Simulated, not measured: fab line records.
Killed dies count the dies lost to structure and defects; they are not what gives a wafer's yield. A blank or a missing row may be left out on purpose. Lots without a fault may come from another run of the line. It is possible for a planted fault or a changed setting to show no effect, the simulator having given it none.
Matching of chambers | flow nand-harc | pecvd-04 running NHARC_P_M0_PRE_CLEAN_31: 3 sister chambers
The step time 12 s. 6 wafers are shown with their chamber, then 7 later ones without.

== WAFERS WITH THEIR CHAMBER ==
wafer  | chamber | heater-power-w (W) | heater-power-outer-w (W)
L077.2 | 2       | 683                | 394
L079.4 | 2       | 626                | 347
L082.5 | 0       | 621                | 351
L082.6 | 1       | 639                | 377
L085.2 | 0       | 612                | 368
L085.3 | 1       | 683                | 417

== WAFERS WITHOUT THEIR CHAMBER ==
wafer  | heater-power-w (W) | heater-power-outer-w (W)
L085.4 | 681                | 401
L093.1 | 612                | 338
L093.3 | 718                | 428
L093.5 | 588                | 350
L095.1 | 631                | 370
L095.4 | 716                | 389
L095.5 | 654                | 365

== THE CHAMBER EACH PASSED THROUGH ==
wafer  | from the rows above          | in truth
L085.4 | can't be placed: 1 or 2      | 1
L093.1 | can't be placed: 0 or 2 or 1 | 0
L093.3 | can't be placed: 1 or 2      | 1
L093.5 | can't be placed: 0 or 2      | 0
L095.1 | can't be placed: 0 or 2 or 1 | 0
L095.4 | can't be placed: 1 or 2 or 0 | 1
L095.5 | can't be placed: 2 or 1 or 0 | 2
0 of 7 placed correctly. Cannot be placed on the basis of these rows: 7; the candidates contain the true chamber in 7. 0 placed wrongly.
How it was worked out, from the rows above alone: a wafer's distance from a chamber is the root of the sum, over the readings, of the square of ((its reading less the chamber's mean) divided by the reading's scatter). If the next closest chamber is less than 2 further off than the closest, the wafer can't be placed; otherwise it belongs to the closest. Each chamber's mean is taken over the wafers shown for it. How the scatter is found: for the shown wafers, subtract from each reading the mean of its chamber, square and add these, divide the total by (wafers less chambers), then take the root.
